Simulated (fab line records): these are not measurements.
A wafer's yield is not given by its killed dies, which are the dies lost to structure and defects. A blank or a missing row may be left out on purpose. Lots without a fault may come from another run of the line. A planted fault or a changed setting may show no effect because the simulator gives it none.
Matching of chambers | flow n5Finfet | 4 sister chambers for N5_BEOL_M2_ETCH_74 on rieDiel-06
The step etches underlayer in N2/H2, target depth 6.5 nm, time 5.2 s. 4 wafers are shown with their chamber, then 8 later ones without.

## EACH WAFER AND ITS CHAMBER
wafer  | chamber | drypumpMotorCurrentA (A)
L082.3 | 3       | 5.2
L085.1 | 2       | 6.3
L085.3 | 1       | 5.4
L088.1 | 0       | 5.8

## WAFERS MISSING THEIR CHAMBER
wafer  | drypumpMotorCurrentA (A)
L088.4 | 6.3
L088.5 | 6.3
L092.1 | 6.3
L092.2 | 5.2
L092.5 | 5.5
L093.1 | 6.3
L093.2 | 5.8
L093.5 | 5.8

## WHICH CHAMBER EACH WENT THROUGH
wafer  | from the rows above | in truth
L088.4 | 2                   | 2
L088.5 | 2                   | 2
L092.1 | 2                   | 2
L092.2 | 3                   | 3
L092.5 | 1                   | 1
L093.1 | 2                   | 2
L093.2 | 0                   | 0
L093.5 | 0                   | 0
Correct placement for 8 of the 8. Left unplaced by these rows: 0. Placed wrongly: 0.
How it was worked out, from the rows above alone: a wafer's distance from a chamber is the root of the sum, over the readings, of the square of ((its reading less the chamber's mean) divided by the reading's scatter). The wafer belongs to the nearest chamber; if the next one is less than 2 further off, it can't be placed. Each chamber's mean is taken over the wafers shown for it. The scatter: root of mean squared gap, hidden wafer to nearest shown wafer, with one shown wafer a chamber.
